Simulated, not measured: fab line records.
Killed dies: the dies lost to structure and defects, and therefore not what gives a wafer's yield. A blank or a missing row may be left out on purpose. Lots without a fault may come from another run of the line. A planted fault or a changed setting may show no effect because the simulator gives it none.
The tool behind it: which one? + flow n5-finfet + 27 wafers from 9 lots sampled at 6 of the route's 1938 steps

== WHAT THE GAUGES SHOWED, per wafer ==
N5_DUMMY_GATE_OVL_MEAS_16.
| lot  | measured    | on         | GATE_OVL (nm)  |
|------|-------------|------------|----------------|
| L378 | day 2 23:53 | overlay-02 | 0.8 -0.1 0.0   |
| L380 | day 3 12:22 | overlay-01 | -0.1 0.3 1.0   |
| L381 | day 3 15:35 | overlay-02 | -0.6 -0.3 0.5  |
| L385 | day 4 17:26 | overlay-02 | -0.2 -0.1 0.0  |
| L386 | day 5 00:35 | overlay-02 | 0.5 0.6 0.3    |
| L390 | day 5 22:47 | overlay-01 | -0.6 -0.6 -0.5 |
| L398 | day 7 22:43 | overlay-01 | 0.1 -0.4 0.6   |
| L399 | day 8 03:48 | overlay-02 | 6.6 6.7 6.8    |
| L401 | day 8 15:45 | overlay-01 | 5.4 6.1 5.8    |

N5_BEOL_M4_RC_MEAS_101.
| lot  | measured     | on        | DIBL_N (mV/V)  | DIBL_P (mV/V) | IOFF_N (nA/um) | IOFF_P (nA/um) | ION_N (uA/um) | ION_P (uA/um) | SS_N (mV/dec)  | SS_P (mV/dec)  | VT_N (mV)   | VT_P (mV)      |
|------|--------------|-----------|----------------|---------------|----------------|----------------|---------------|---------------|----------------|----------------|-------------|----------------|
| L378 | day 8 11:45  | prober-02 | 39.7 38.3 39.1 | 42 39 41      | 0.23 0.19 0.21 | 0.30 0.22 0.27 | 684 667 673   | 470 455 467   | 72.4 71.9 72.2 | 74.6 73.9 74.2 | 245 249 245 | -248 -253 -248 |
| L380 | day 9 08:23  | prober-02 | 35.7 37.7 34.8 | 35 36 34      | 0.16 0.19 0.14 | 0.22 0.22 0.18 | 671 677 656   | 464 461 455   | 71.8 72.6 71.9 | 72.9 73.0 72.3 | 249 251 253 | -249 -249 -249 |
| L381 | day 9 13:48  | prober-01 | 37.7 36.7 37.9 | 39 37 38      | 0.20 0.19 0.20 | 0.25 0.23 0.23 | 688 681 664   | 467 464 453   | 71.6 72.0 73.0 | 73.7 72.7 73.8 | 248 245 247 | -248 -248 -248 |
| L385 | day 9 21:47  | prober-02 | 36.1 33.4 36.5 | 34 31 36      | 0.14 0.11 0.15 | 0.20 0.16 0.22 | 674 656 677   | 464 453 474   | 72.4 71.2 72.2 | 72.6 71.6 73.4 | 252 256 253 | -250 -252 -250 |
| L386 | day 10 16:02 | prober-01 | 33.4 39.3 36.0 | 31 38 34      | 0.11 0.22 0.14 | 0.15 0.24 0.18 | 663 685 661   | 456 465 443   | 70.8 72.2 71.0 | 72.4 73.3 72.4 | 256 247 254 | -254 -249 -253 |
| L390 | day 11 14:18 | prober-02 | 36.4 37.8 36.6 | 37 38 38      | 0.18 0.19 0.19 | 0.20 0.22 0.22 | 671 674 692   | 456 453 471   | 72.2 72.7 71.8 | 73.0 74.0 72.8 | 249 250 246 | -252 -253 -251 |
| L398 | day 13 00:14 | prober-02 | 41.6 35.2 39.3 | 41 35 38      | 0.28 0.14 0.24 | 0.27 0.17 0.23 | 683 651 682   | 463 446 461   | 73.6 71.9 73.2 | 75.0 72.9 74.9 | 243 255 247 | -248 -255 -251 |
| L399 | day 13 21:18 | prober-02 | 32.5 36.1 37.3 | 33 37 39      | 0.12 0.17 0.21 | 0.14 0.18 0.22 | 665 690 697   | 453 459 464   | 71.2 71.7 72.5 | 72.1 72.8 74.6 | 252 249 244 | -255 -255 -252 |
| L401 | day 14 00:27 | prober-01 | 34.9 37.6 37.8 | 35 38 39      | 0.13 0.16 0.19 | 0.16 0.19 0.22 | 662 662 681   | 456 448 460   | 71.0 71.7 71.8 | 73.0 73.5 73.7 | 254 254 249 | -253 -253 -252 |

== WHAT TOOL EACH LOT RAN ON (gives the tool, then ch and the chambers of the sampled wafers, and finally the start) ==
| lot  | N5_STI_FIN_REVEAL_OXIDATION_31      | N5_DUMMY_GATE_EXPOSE_12          | N5_DUMMY_GATE_DESCUM_20           | N5_DUMMY_GATE_HM_OPEN_21          |
|------|-------------------------------------|----------------------------------|-----------------------------------|-----------------------------------|
| L378 | plasma-asher-01 ch 0,1, day 2 14:26 | euv-scanner-02 ch 0, day 2 23:43 | rie-diel-04 ch 0,2,3, day 2 23:58 | rie-diel-03 ch 1,2, day 3 00:31   |
| L380 | plasma-asher-01 ch 0,1, day 3 03:05 | euv-scanner-01 ch 0, day 3 12:11 | rie-diel-01 ch 0,1,3, day 3 12:38 | rie-diel-03 ch 1,3, day 3 13:25   |
| L381 | plasma-asher-02 ch 0,1, day 3 06:19 | euv-scanner-02 ch 0, day 3 15:25 | rie-diel-03 ch 0,1, day 3 15:40   | rie-diel-04 ch 0,1, day 3 16:11   |
| L385 | plasma-asher-01 ch 0,1, day 4 08:16 | euv-scanner-01 ch 0, day 4 17:16 | rie-diel-01 ch 1,2, day 4 17:36   | rie-diel-01 ch 0,2,3, day 4 18:07 |
| L386 | plasma-asher-01 ch 0,1, day 4 13:08 | euv-scanner-01 ch 0, day 5 00:25 | rie-diel-01 ch 0,1,3, day 5 01:04 | rie-diel-01 ch 0,2,3, day 5 01:34 |
| L390 | plasma-asher-02 ch 1, day 5 13:32   | euv-scanner-01 ch 0, day 5 22:37 | rie-diel-04 ch 1,3, day 5 22:52   | rie-diel-04 ch 0,1, day 5 23:23   |
| L398 | plasma-asher-02 ch 0,1, day 7 13:04 | euv-scanner-01 ch 0, day 7 22:33 | rie-diel-01 ch 0,2,3, day 7 22:48 | rie-diel-01 ch 1,2,3, day 7 23:26 |
| L399 | plasma-asher-01 ch 0,1, day 7 18:32 | euv-scanner-01 ch 0, day 8 03:38 | rie-diel-01 ch 1,2,3, day 8 03:53 | rie-diel-01 ch 0,2, day 8 04:37   |
| L401 | plasma-asher-01 ch 0,1, day 8 06:20 | euv-scanner-01 ch 0, day 8 15:35 | rie-diel-03 ch 1,2,3, day 8 15:50 | rie-diel-04 ch 0,2,3, day 8 16:24 |
- N5_STI_FIN_REVEAL_OXIDATION_31: chemistry O2 PLASMA REMOTE, time 20 s.
- N5_DUMMY_GATE_EXPOSE_12: exposes mask GATE, target cd 25 nm.
- N5_DUMMY_GATE_DESCUM_20: chemistry O2, time 6.2 s.
- N5_DUMMY_GATE_HM_OPEN_21: chemistry CH3F/O2, target SiNx, target depth 120 nm, time 171.4 s.

== AS READ BY THE TOOLS THEMSELVES (means over the sampled wafers that have a number; for cases with no such wafer, the mark the record gives instead) ==
N5_STI_FIN_REVEAL_OXIDATION_31.
| lot  | tool            | chamber-pressure-mTorr (mTorr) | drypump-motor-current-A (A) | heater-power-w (W) |
|------|-----------------|--------------------------------|-----------------------------|--------------------|
| L378 | plasma-asher-01 | 1000.1                         | 6.0                         | 141                |
| L380 | plasma-asher-01 | 1000.6                         | 6.1                         | 133                |
| L381 | plasma-asher-02 | 1000.5                         | 5.3                         | 138                |
| L385 | plasma-asher-01 | 1000.4                         | 6.1                         | 138                |
| L386 | plasma-asher-01 | 999.8                          | 5.9                         | 139                |
| L390 | plasma-asher-02 | 999.9                          | 6.1                         | 168                |
| L398 | plasma-asher-02 | 999.7                          | 5.3                         | 137                |
| L399 | plasma-asher-01 | 1000.4                         | 6.0                         | 137                |
| L401 | plasma-asher-01 | 999.7                          | 6.1                         | 134                |

N5_DUMMY_GATE_EXPOSE_12.
| lot  | tool           | stage-msd-nm (nm) |
|------|----------------|-------------------|
| L378 | euv-scanner-02 | 0.74              |
| L380 | euv-scanner-01 | 0.88              |
| L381 | euv-scanner-02 | 0.73              |
| L385 | euv-scanner-01 | 0.89              |
| L386 | euv-scanner-01 | 0.89              |
| L390 | euv-scanner-01 | 0.90              |
| L398 | euv-scanner-01 | 0.91              |
| L399 | euv-scanner-01 | 0.91              |
| L401 | euv-scanner-01 | 0.91              |

N5_DUMMY_GATE_DESCUM_20.
| lot  | tool        | chamber-pressure-mTorr (mTorr) | drypump-motor-current-A (A) | oes-product-au (a.u.) | rf-vpp-V (V) | showerhead-plenum-p-Torr (Torr) | throttle-valve-pct (%) |
|------|-------------|--------------------------------|-----------------------------|-----------------------|--------------|---------------------------------|------------------------|
| L378 | rie-diel-04 | 19.991                         | 5.6                         | 0.79                  | 243.2        | 2.09                            | 20.29                  |
| L380 | rie-diel-01 | 19.996                         | 5.8                         | 0.82                  | 243.9        | 2.06                            | 20.43                  |
| L381 | rie-diel-03 | 20.000                         | 5.4                         | 0.88                  | 244.8        | 2.15                            | 20.24                  |
| L385 | rie-diel-01 | 20.016                         | 6.1                         | 0.75                  | 241.8        | 2.08                            | 20.60                  |
| L386 | rie-diel-01 | 19.989                         | 5.8                         | 0.81                  | 242.8        | 2.06                            | 20.45                  |
| L390 | rie-diel-04 | 20.008                         | 5.2                         | 0.84                  | 242.5        | 2.09                            | 20.06                  |
| L398 | rie-diel-01 | 19.992                         | 6.0                         | 0.78                  | 243.8        | 2.11                            | 20.39                  |
| L399 | rie-diel-01 | 19.995                         | 6.0                         | 0.75                  | 243.0        | 2.06                            | 20.56                  |
| L401 | rie-diel-03 | 19.985                         | 5.7                         | 0.76                  | 243.5        | 2.11                            | 20.46                  |

N5_DUMMY_GATE_HM_OPEN_21.
| lot  | tool        | chamber-pressure-mTorr (mTorr) | drypump-motor-current-A (A) | oes-product-au (a.u.) | rf-vpp-V (V) | showerhead-plenum-p-Torr (Torr) | throttle-valve-pct (%) |
|------|-------------|--------------------------------|-----------------------------|-----------------------|--------------|---------------------------------|------------------------|
| L378 | rie-diel-03 | 29.987                         | 5.5                         | 0.83                  | 308          | 2.12                            | 16.66                  |
| L380 | rie-diel-03 | 29.971                         | 5.7                         | 0.76                  | 297          | 2.04                            | 16.54                  |
| L381 | rie-diel-04 | 29.988                         | 5.7                         | 0.86                  | 293          | 2.02                            | 16.30                  |
| L385 | rie-diel-01 | 30.020                         | 5.9                         | 0.80                  | 302          | 2.05                            | 16.42                  |
| L386 | rie-diel-01 | 30.006                         | 5.9                         | 0.81                  | 303          | 2.05                            | 16.42                  |
| L390 | rie-diel-04 | 30.018                         | 5.7                         | 0.84                  | 292          | 2.01                            | 16.34                  |
| L398 | rie-diel-01 | 30.009                         | 6.0                         | 0.75                  | 299          | 2.00                            | 16.62                  |
| L399 | rie-diel-01 | 29.998                         | 6.2                         | 0.77                  | 305          | 2.10                            | 16.44                  |
| L401 | rie-diel-04 | 30.007                         | 5.6                         | 0.76                  | 296          | 1.98                            | 16.34                  |

== THE ANSWER, worked out from the rows above alone ==
Rule: the usual values come from the lots themselves. The widest of any qualifying gaps counts: lots, ordered by their means at a reading, are off when they make up no more than a third of the lots, leave a main group of 4 or more, and stand apart from it by 3 or more times the standard deviation of that group's means. A main group whose means are all the same, to the digits that the tables above print for the reading, isn't used. A lot without any number at a reading at which 4 lots or more have one is off too. Any other lot the step has rows for is counted as sound. First the gauges in route order, then the tools' own readings, where a lot's mean is used as printed above. The first step at which some lot is off is used, and at that step the reading that is off furthest; a lot without a number counts as furthest.
Off: L399, L401, seen at N5_DUMMY_GATE_OVL_MEAS_16 (GATE_OVL). Mean 0.1 nm and standard deviation 0.33 in the main group.
If a tool, at a process step before that reading, ran all the lots that are off and no sound lot after the first of them, it fits. The gauges at N5_DUMMY_GATE_OVL_MEAS_16 are tried like those tools. This does not decide it: 2 tools fit, namely plasma-asher-01 at N5_STI_FIN_REVEAL_OXIDATION_31 and euv-scanner-01 at N5_DUMMY_GATE_EXPOSE_12.

== WHAT HAD BEEN PUT IN BY THE SIMULATOR ==
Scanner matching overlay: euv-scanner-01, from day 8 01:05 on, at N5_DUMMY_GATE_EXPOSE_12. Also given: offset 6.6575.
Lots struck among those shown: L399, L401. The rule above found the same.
